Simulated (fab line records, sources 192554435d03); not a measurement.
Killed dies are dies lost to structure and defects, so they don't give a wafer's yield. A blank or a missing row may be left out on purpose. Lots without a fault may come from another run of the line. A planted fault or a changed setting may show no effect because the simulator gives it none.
Chamber matching | flow n5_finfet | N5_BEOL_M3_ETCH_74 on rie_diel-06: 4 sister chambers
The step etches underlayer in N2/H2, target depth 6.5 nm, time 5.2 s. 4 wafers are shown with their chamber, then 7 later ones without.

WAFERS WITH THEIR CHAMBER
wafer  | chamber | throttle_valve_pct (%)
L080.3 | 0       | 18.0
L082.3 | 2       | 18.3
L085.1 | 1       | 17.7
L085.4 | 3       | 17.4

WAFERS WITHOUT THEIR CHAMBER
wafer  | throttle_valve_pct (%)
L085.5 | 18.0
L089.1 | 18.3
L089.4 | 18.1
L089.6 | 18.1
L097.3 | 17.8
L097.5 | 18.1
L097.6 | 17.5

WHICH CHAMBER EACH WENT THROUGH
wafer  | from the rows above     | in truth
L085.5 | 0                       | 0
L089.1 | 2                       | 2
L089.4 | can't be placed: 0 or 2 | 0
L089.6 | can't be placed: 0 or 2 | 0
L097.3 | can't be placed: 1 or 0 | 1
L097.5 | can't be placed: 0 or 2 | 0
L097.6 | can't be placed: 3 or 1 | 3
Placed correctly: 2 of 7. Can't be placed from these rows: 5 (the true chamber is among the candidates in 5). Placed wrongly: 0.
How it was worked out, from the rows above alone: a wafer's distance from a chamber is the root of the sum, over the readings, of the square of ((its reading less the chamber's mean) divided by the reading's scatter). The wafer belongs to the nearest chamber; if the next one is less than 2 further off, it can't be placed. A chamber's mean is the mean of its shown wafers. The scatter: with one shown wafer a chamber, the root of the mean of the squares of how far each hidden wafer lies from its nearest shown one.
